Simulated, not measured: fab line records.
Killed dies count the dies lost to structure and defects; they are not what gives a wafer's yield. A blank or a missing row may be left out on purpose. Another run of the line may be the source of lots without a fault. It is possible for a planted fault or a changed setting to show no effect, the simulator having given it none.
fab line records | flow n5_finfet
record lots=11 | wafers=31 | last_day=19
route steps=1938 shown BEOL_M2@855 BEOL_M4@1111
lots untouched by any fault: they come from a run of this same line in which no faults occurred
start_h: hours from the record's opening day to when the first of the lot's shown wafers began | wait_h: hours elapsed since this lot's preceding step | " as in the row above | L1.1+2: one row covering several wafers at once | - no value, or no start was given | * or withheld: withheld | < > ~ a bound
route shown NAME@n: names a module that has steps shown in the file, with the first one's number in the route | usual: mean and standard deviation over wafers with no fault | same: alike in all rows | chamber/n: place in a boat | sites: per-site readings | _std_site: standard deviation across them | _edge_site: the outer-site mean with the inner-site mean subtracted | radius_mm: for every site, how far away it sits from the centre of the wafer | mask NAME#n: copy n | behind: the most recent tool/chamber to have shaped the wafer | hold: what put the lot on hold/how long, in hours/how the hold closed | device: which transistor (n, p or np) failed to switch | end of line: the same wafers' tests at the end of the route | for a step that has no rows: nothing shown but its recipe | killed: the dies lost at the first sort to structure and to defects; this is not the yield of the wafer | map: shows each die of a wafer: x if killed, . if not, _ if none is there
set.NAME: the setting that was run; set.NAME@STEP: the one run at that earlier step | model.NAME: the simulator's own value behind a step, which no gauge read
the route's steps for a sample of lots (tables are steps, rows are wafers)
## steps
# step N5_BEOL_M2_OVL_MEAS_12
# recipe points_per_wafer=522
# usual M2_OVL=0.6/0.69
lot.wafer | tool       | chamber | start_h | wait_h | M2_OVL[nm]
L591.1    | overlay-02 | 0       | 166.56  | 0.0    | -1.1
L591.3    | "          | 0       | "       | "      | 0.5
L591.5    | "          | 0       | "       | "      | 0.4
L594.1    | overlay-01 | 0       | 166.78  | 0.0    | 0.5
L594.2    | "          | 0       | "       | "      | 0.7
L594.6    | "          | 0       | "       | "      | 0.4
L592.1    | overlay-02 | 0       | 167.12  | 0.0    | 0.1
L592.2    | "          | 0       | "       | "      | 0.3
L592.6    | "          | 0       | "       | "      | 0.5
L593.2    | overlay-01 | 0       | 170.60  | 0.0    | 0.6
L593.3    | "          | 0       | "       | "      | -0.8
L593.4    | "          | 0       | "       | "      | 0.7
L595.3    | overlay-02 | 0       | 171.81  | 0.0    | 1.0
L595.4    | "          | 0       | "       | "      | -0.5
L595.6    | "          | 0       | "       | "      | 0.8
L598.2    | overlay-01 | 0       | 184.81  | 0.0    | 0.5
L598.5    | "          | 0       | "       | "      | 1.4
L598.6    | "          | 0       | "       | "      | 1.5
L599.1    | overlay-02 | 0       | 188.63  | 0.0    | 0.7
L599.2    | "          | 0       | "       | "      | -1.0
L599.3    | "          | 0       | "       | "      | 0.8
L607.1    | overlay-02 | 0       | 239.37  | 0.0    | 0.2
L607.4    | "          | 0       | "       | "      | 0.5
L609.1    | overlay-02 | 0       | 250.68  | 0.0    | 1.2
L609.4    | "          | 0       | "       | "      | -0.1
L609.5    | "          | 0       | "       | "      | 0.2
L612.4    | overlay-01 | 0       | 262.71  | 0.0    | -1.2
L612.5    | "          | 0       | "       | "      | -0.7
L613.1    | overlay-01 | 0       | 280.62  | 0.0    | 1.2
L613.2    | "          | 0       | "       | "      | 0.7
L613.5    | "          | 0       | "       | "      | 1.8
# step N5_BEOL_M2_COAT_67
# recipe resist=SOC | temp_c=250 | time_s=60 | spin_rpm=1500 | resist_thk_nm=60
# usual chill_plate_temp_C=22.99/0.1 | heater_power_total_W=500.7/1.9 | spin_speed_rpm=1500.1/1.1
lot.wafer | tool           | chamber | start_h | wait_h | chill_plate_temp_C | heater_power_total_W | spin_speed_rpm
L591.1    | litho_track-04 | 0       | 167.21  | 0.0    | 23.13              | 497.7                | 1502.4
L591.3    | "              | 0       | "       | "      | 22.86              | 502.5                | 1500.5
L591.5    | "              | 0       | "       | "      | 22.86              | 501.2                | 1499.5
L594.1    | litho_track-04 | 0       | 167.38  | 0.0    | 22.71              | 499.2                | 1498.7
L594.2    | "              | 0       | "       | "      | 22.92              | 503.3                | 1498.9
L594.6    | "              | 0       | "       | "      | 22.89              | 501.2                | 1498.7
L592.1    | litho_track-04 | 0       | 167.85  | 0.0    | 22.99              | 497.9                | 1499.5
L592.2    | "              | 0       | "       | "      | 23.13              | 502.7                | 1500.2
L592.6    | "              | 0       | "       | "      | 23.02              | 498.5                | 1502.5
L593.2    | litho_track-02 | 0       | 171.86  | 0.0    | 22.92              | 503.3                | 1499.9
L593.3    | "              | 0       | "       | "      | 23.02              | 498.2                | 1498.0
L593.4    | "              | 0       | "       | "      | 22.93              | 502.3                | 1499.5
L595.3    | litho_track-04 | 0       | 172.63  | 0.0    | 23.04              | 501.5                | 1594.9
L595.4    | "              | 0       | "       | "      | 22.99              | 500.4                | 1594.3
L595.6    | "              | 0       | "       | "      | 23.02              | 497.4                | 1593.8
L598.2    | litho_track-04 | 0       | 185.37  | 0.0    | 22.87              | 497.4                | 1595.7
L598.5    | "              | 0       | "       | "      | 22.85              | 501.9                | 1595.5
L598.6    | "              | 0       | "       | "      | 22.88              | 503.3                | 1593.1
L599.1    | litho_track-04 | 0       | 189.19  | 0.0    | 23.00              | 503.1                | 1597.1
L599.2    | "              | 0       | "       | "      | 22.94              | 501.0                | 1594.5
L599.3    | "              | 0       | "       | "      | 22.93              | 501.9                | 1596.1
L607.1    | litho_track-03 | 0       | 239.93  | 0.0    | 23.00              | 503.0                | 1499.0
L607.4    | "              | 0       | "       | "      | 22.86              | 499.8                | 1498.9
L609.1    | litho_track-04 | 0       | 251.34  | 0.0    | 23.14              | 500.3                | 1501.3
L609.4    | "              | 0       | "       | "      | 22.98              | 502.0                | 1500.1
L609.5    | "              | 0       | "       | "      | 23.05              | 499.8                | 1500.7
L612.4    | litho_track-04 | 0       | 263.26  | 0.0    | 23.30              | 500.8                | 1501.1
L612.5    | "              | 0       | "       | "      | 23.19              | 502.7                | 1500.9
L613.1    | litho_track-04 | 0       | 281.18  | 0.0    | 22.94              | 500.7                | 1499.1
L613.2    | "              | 0       | "       | "      | 23.21              | 497.6                | 1500.8
L613.5    | "              | 0       | "       | "      | 23.09              | 499.1                | 1502.1
# step N5_BEOL_M2_OVL_MEAS_29
# recipe points_per_wafer=522
# usual V1_OVL=0.3/0.65
lot.wafer | tool       | chamber | start_h | wait_h | V1_OVL[nm]
L591.1    | overlay-02 | 0       | 167.65  | 0.0    | -0.8
L591.3    | "          | 0       | "       | "      | -1.0
L591.5    | "          | 0       | "       | "      | -1.4
L594.1    | overlay-01 | 0       | 167.71  | 0.0    | 0.7
L594.2    | "          | 0       | "       | "      | 1.4
L594.6    | "          | 0       | "       | "      | 0.4
L592.1    | overlay-02 | 0       | 168.29  | 0.0    | 1.3
L592.2    | "          | 0       | "       | "      | 0.6
L592.6    | "          | 0       | "       | "      | 1.1
L593.2    | overlay-01 | 0       | 172.31  | 0.0    | 0.5
L593.3    | "          | 0       | "       | "      | 1.1
L593.4    | "          | 0       | "       | "      | 1.4
L595.3    | overlay-02 | 0       | 172.96  | 0.0    | 0.9
L595.4    | "          | 0       | "       | "      | 0.3
L595.6    | "          | 0       | "       | "      | 0.7
L598.2    | overlay-01 | 0       | 185.81  | 0.0    | 0.6
L598.5    | "          | 0       | "       | "      | 1.4
L598.6    | "          | 0       | "       | "      | 0.2
L599.1    | overlay-02 | 0       | 189.51  | 0.0    | -0.2
L599.2    | "          | 0       | "       | "      | 0.3
L599.3    | "          | 0       | "       | "      | -0.2
L607.1    | overlay-02 | 0       | 240.24  | 0.0    | -0.4
L607.4    | "          | 0       | "       | "      | -0.2
L609.1    | overlay-02 | 0       | 251.77  | 0.0    | 0.0
L609.4    | "          | 0       | "       | "      | 0.7
L609.5    | "          | 0       | "       | "      | -0.7
L612.4    | overlay-02 | 0       | 263.71  | 0.0    | -0.5
L612.5    | "          | 0       | "       | "      | 0.7
L613.1    | overlay-02 | 0       | 281.62  | 0.0    | -0.5
L613.2    | "          | 0       | "       | "      | -1.1
L613.5    | "          | 0       | "       | "      | -0.1
# step N5_BEOL_M2_INSPECT_30
# recipe mode=adi | inspect_instrument=brightfield
# usual raw_defect_count=449/110
lot.wafer | tool              | chamber | start_h | wait_h | raw_defect_count
L591.1    | defect_inspect-02 | -       | 167.71  | 0.1    | 495
L591.3    | "                 | -       | "       | "      | 338
L591.5    | "                 | -       | "       | "      | 562
L594.1    | defect_inspect-02 | -       | 167.77  | 0.1    | 448
L594.2    | "                 | -       | "       | "      | 435
L594.6    | "                 | -       | "       | "      | 408
L592.1    | defect_inspect-02 | -       | 168.35  | 0.1    | 368
L592.2    | "                 | -       | "       | "      | 346
L592.6    | "                 | -       | "       | "      | 407
L593.2    | defect_inspect-01 | -       | 172.36  | 0.0    | 344
L593.3    | "                 | -       | "       | "      | 505
L593.4    | "                 | -       | "       | "      | 463
L595.3    | defect_inspect-02 | -       | 173.01  | 0.0    | 573
L595.4    | "                 | -       | "       | "      | 353
L595.6    | "                 | -       | "       | "      | 449
L598.2    | defect_inspect-02 | -       | 185.86  | 0.0    | 480
L598.5    | "                 | -       | "       | "      | 460
L598.6    | "                 | -       | "       | "      | 403
L599.1    | defect_inspect-01 | -       | 189.56  | 0.1    | 480
L599.2    | "                 | -       | "       | "      | 509
L599.3    | "                 | -       | "       | "      | 357
L607.1    | defect_inspect-01 | -       | 240.30  | 0.1    | 713
L607.4    | "                 | -       | "       | "      | 780
L609.1    | defect_inspect-02 | -       | 251.83  | 0.1    | 281
L609.4    | "                 | -       | "       | "      | 360
L609.5    | "                 | -       | "       | "      | 245
L612.4    | defect_inspect-01 | -       | 263.75  | 0.0    | 442
L612.5    | "                 | -       | "       | "      | 485
L613.1    | defect_inspect-01 | -       | 281.68  | 0.1    | 332
L613.2    | "                 | -       | "       | "      | 327
L613.5    | "                 | -       | "       | "      | 419
# step N5_BEOL_M4_RC_MEAS_101
# usual DIBL_N=36.6/2.1 | DIBL_P=36.5/2.7 | IOFF_N=0.17/0.043 | IOFF_P=0.22/0.045 | ION_N=674/17 | ION_P=461/9.9 | SS_N=71.7/0.79 | SS_P=73.4/0.79 | VT_N=249/4 | VT_P=-250/3.3
lot.wafer | tool      | chamber | start_h | wait_h | DIBL_N[mV/V] | DIBL_P[mV/V] | IOFF_N[nA/um] | IOFF_P[nA/um] | ION_N[uA/um] | ION_P[uA/um] | SS_N[mV/dec] | SS_P[mV/dec] | VT_N[mV] | VT_P[mV]
L591.1    | prober-02 | 0       | 191.81  | 0.0    | 37.2         | 35.6         | 0.18          | 0.23          | 672          | 466          | 71.4         | 73.3         | 247      | -248
L591.3    | "         | 0       | "       | "      | 31.8         | 30.3         | 0.10          | 0.16          | 658          | 458          | 69.4         | 72.2         | 253      | -252
L591.5    | "         | 0       | "       | "      | 34.4         | 34.2         | 0.14          | 0.21          | 681          | 475          | 70.2         | 73.3         | 250      | -249
L594.1    | prober-01 | 0       | 194.77  | 0.0    | 39.7         | 39.8         | 0.19          | 0.27          | 657          | 452          | 71.8         | 75.0         | 249      | -248
L594.2    | "         | 0       | "       | "      | 36.1         | 32.2         | 0.13          | 0.15          | 644          | 439          | 70.9         | 72.2         | 254      | -255
L594.6    | "         | 0       | "       | "      | 35.1         | 33.3         | 0.12          | 0.17          | 645          | 449          | 70.6         | 72.6         | 254      | -255
L592.1    | prober-02 | 0       | 194.93  | 0.0    | 40.5         | 39.4         | 0.23          | 0.26          | 695          | 463          | 73.2         | 74.4         | 247      | -250
L592.2    | "         | 0       | "       | "      | 37.7         | 35.1         | 0.17          | 0.19          | 676          | 454          | 72.8         | 73.9         | 250      | -254
L592.6    | "         | 0       | "       | "      | 38.3         | 37.4         | 0.20          | 0.23          | 693          | 464          | 72.4         | 73.9         | 248      | -248
L593.2    | prober-02 | 0       | 200.10  | 0.2    | 34.9         | 34.8         | 0.16          | 0.26          | 695          | 487          | 71.3         | 72.6         | 249      | -244
L593.3    | "         | 0       | "       | "      | 35.6         | 34.2         | 0.17          | 0.25          | 653          | 460          | 71.6         | 73.1         | 250      | -245
L593.4    | "         | 0       | "       | "      | 36.0         | 34.3         | 0.17          | 0.25          | 679          | 465          | 71.9         | 73.2         | 248      | -246
L595.3    | prober-02 | 0       | 215.73  | 0.3    | 39.5         | 41.3         | 0.25          | 0.30          | 692          | 469          | 73.0         | 74.9         | 244      | -246
L595.4    | "         | 0       | "       | "      | 39.0         | 40.2         | 0.25          | 0.30          | 689          | 468          | 72.0         | 74.1         | 242      | -245
L595.6    | "         | 0       | "       | "      | 37.1         | 36.6         | 0.20          | 0.23          | 687          | 465          | 72.0         | 73.9         | 248      | -246
L599.1    | prober-02 | 0       | 218.22  | 0.0    | 35.5         | 36.0         | 0.15          | 0.23          | 673          | 467          | 71.9         | 73.6         | 248      | -246
L599.2    | "         | 0       | "       | "      | 37.8         | 38.4         | 0.19          | 0.27          | 682          | 478          | 72.0         | 74.2         | 249      | -246
L599.3    | "         | 0       | "       | "      | 35.6         | 35.0         | 0.15          | 0.21          | 684          | 473          | 71.7         | 73.3         | 250      | -247
L598.2    | prober-01 | 0       | 218.80  | 0.2    | 35.0         | 36.0         | 0.16          | 0.23          | 689          | 474          | 71.0         | 73.7         | 247      | -247
L598.5    | "         | 0       | "       | "      | 36.8         | 37.5         | 0.17          | 0.24          | 670          | 458          | 71.2         | 73.5         | 249      | -247
L598.6    | "         | 0       | "       | "      | 34.8         | 35.0         | 0.15          | 0.20          | 680          | 468          | 70.5         | 72.8         | 250      | -251
L607.1    | prober-02 | 0       | 275.77  | 0.0    | 37.5         | 37.3         | 0.21          | 0.22          | 678          | 460          | 71.7         | 73.9         | 244      | -250
L607.4    | "         | 0       | "       | "      | 36.2         | 36.1         | 0.18          | 0.20          | 699          | 469          | 71.6         | 73.4         | 246      | -250
L609.1    | prober-01 | 0       | 282.81  | 0.0    | 37.2         | 37.7         | 0.18          | 0.24          | 699          | 478          | 72.0         | 73.5         | 247      | -246
L609.4    | "         | 0       | "       | "      | 36.0         | 36.6         | 0.17          | 0.23          | 678          | 465          | 71.1         | 73.3         | 246      | -247
L609.5    | "         | 0       | "       | "      | 37.9         | 38.2         | 0.19          | 0.24          | 664          | 456          | 72.0         | 73.2         | 245      | -249
L613.1    | prober-02 | 0       | 320.30  | 0.0    | 38.0         | 35.3         | 0.19          | 0.20          | 693          | 467          | 72.9         | 73.4         | 246      | -252
L613.2    | "         | 0       | "       | "      | 37.7         | 35.8         | 0.16          | 0.20          | 654          | 445          | 71.8         | 73.4         | 251      | -252
L613.5    | "         | 0       | "       | "      | 35.5         | 33.8         | 0.14          | 0.17          | 680          | 472          | 71.3         | 73.6         | 251      | -252
L612.4    | prober-02 | 0       | 340.96  | 0.5    | 34.8         | 32.7         | 0.12          | 0.14          | 672          | 456          | 70.9         | 72.0         | 254      | -254
L612.5    | "         | 0       | "       | "      | 33.9         | 32.3         | 0.10          | 0.14          | 645          | 446          | 70.4         | 72.4         | 257      | -256
## key
first_sign step=N5_BEOL_M2_COAT_67 | reading=spin_speed_rpm | direction=up | sigmas=83 | usual=* | struck=*
effect none on later readings
met_at N5_BEOL_M2_COAT_67
struck_lots L595,L598,L599
not_acting_at N5_BEOL_M2_OVL_MEAS_12,N5_BEOL_M2_OVL_MEAS_29,N5_BEOL_M2_INSPECT_30
onset_between 167.85 172.63
fault kind=process_parameter_drift | tool=litho_track-04 | chamber=- | onset_h=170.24 | steps=N5_BEOL_M2_COAT_67 | channel=spin_rpm | offset=* | shape=step | end_h=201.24 | acts_in=* | stated=*
